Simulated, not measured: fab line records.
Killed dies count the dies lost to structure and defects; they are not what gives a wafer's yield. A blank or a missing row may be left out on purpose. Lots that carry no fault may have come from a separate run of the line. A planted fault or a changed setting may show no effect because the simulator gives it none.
Matching of chambers | flow n5 finfet | rie diel-06 running N5_HKMG_FIN_STRIP_89: 4 sister chambers
The step strips SOC in N2/H2, time 20 s. 27 wafers are shown with their chamber, then 12 later ones without.

EACH WAFER AND ITS CHAMBER
wafer  | chamber | drypump motor current A (A) | throttle valve pct (%) | showerhead plenum p Torr (Torr)
L074.2 | 1       | 5.94                        | 18.9                   | 3.45
L074.3 | 2       | 5.70                        | 19.0                   | 3.39
L074.4 | 0       | 5.56                        | 19.3                   | 3.33
L076.3 | 2       | 5.66                        | 19.0                   | 3.39
L076.4 | 0       | 5.55                        | 19.3                   | 3.33
L076.6 | 2       | 5.68                        | 19.0                   | 3.39
L077.3 | 3       | 6.05                        | 18.6                   | 3.40
L077.4 | 2       | 5.65                        | 19.0                   | 3.39
L077.6 | 0       | 5.60                        | 19.3                   | 3.33
L079.2 | 2       | 5.68                        | 19.0                   | 3.38
L079.4 | 3       | 6.05                        | 18.5                   | 3.39
L079.6 | 2       | 5.66                        | 19.0                   | 3.38
L083.1 | 2       | 5.69                        | 19.0                   | 3.38
L083.3 | 3       | 6.07                        | 18.6                   | 3.39
L083.5 | 2       | 5.68                        | 19.0                   | 3.38
L084.3 | 1       | 5.93                        | 19.0                   | 3.44
L084.4 | 3       | 6.07                        | 18.6                   | 3.39
L084.5 | 2       | 5.65                        | 19.0                   | 3.38
L088.2 | 1       | 5.96                        | 19.0                   | 3.43
L088.4 | 1       | 5.93                        | 19.0                   | 3.43
L088.6 | 2       | 5.65                        | 19.0                   | 3.37
L089.2 | 3       | 6.06                        | 18.6                   | 3.38
L089.4 | 2       | 5.68                        | 19.0                   | 3.37
L089.6 | 3       | 6.08                        | 18.6                   | 3.38
L091.1 | 3       | 6.06                        | 18.6                   | 3.38
L091.2 | 2       | 5.67                        | 19.0                   | 3.37
L091.6 | 2       | 5.68                        | 19.0                   | 3.37

SIGNATURES (means of the wafers above)
reading                  | chamber 0 | chamber 1 | chamber 2 | chamber 3 | scatter within a chamber
drypump motor current A  | 5.5700    | 5.9400    | 5.6715    | 6.0629    | 0.016
throttle valve pct       | 19.300    | 18.975    | 19.000    | 18.586    | 0.0264
showerhead plenum p Torr | 3.3300    | 3.4375    | 3.3800    | 3.3871    | 0.00785
Rule: for a wafer and a chamber, the distance is found by dividing, reading by reading, the gap between the wafer's reading and the chamber's mean by the reading's scatter, squaring, summing and taking the root. If the next closest chamber is less than 2 further off than the closest, the wafer can't be placed; otherwise it belongs to the closest. The scatter: the root of (the sum of the squares of (reading less its chamber's mean) over the shown wafers, divided by (wafers less chambers)).

WAFERS MISSING THEIR CHAMBER
wafer  | drypump motor current A (A) | throttle valve pct (%) | showerhead plenum p Torr (Torr)
L092.3 | 5.54                        | 19.4                   | 3.31
L092.4 | 5.65                        | 19.0                   | 3.37
L092.5 | 5.58                        | 19.4                   | 3.31
L093.2 | 5.62                        | 19.4                   | 3.31
L093.4 | 6.04                        | 18.6                   | 3.38
L093.5 | 5.68                        | 19.0                   | 3.37
L094.1 | 5.67                        | 19.1                   | 3.37
L094.2 | 5.55                        | 19.4                   | 3.31
L094.4 | 5.66                        | 19.1                   | 3.37
L097.1 | 5.55                        | 19.4                   | 3.31
L097.2 | 6.07                        | 18.6                   | 3.37
L097.6 | 5.67                        | 19.1                   | 3.36

CHAMBER TAKEN BY EACH
wafer  | from the rows above | in truth
L092.3 | 0                   | 0
L092.4 | 2                   | 2
L092.5 | 0                   | 0
L093.2 | 0                   | 0
L093.4 | 3                   | 3
L093.5 | 2                   | 2
L094.1 | 2                   | 2
L094.2 | 0                   | 0
L094.4 | 2                   | 2
L097.1 | 0                   | 0
L097.2 | 3                   | 3
L097.6 | 2                   | 2
Correctly placed: 12 of 12. Can't be placed from these rows: 0. 0 placed wrongly.
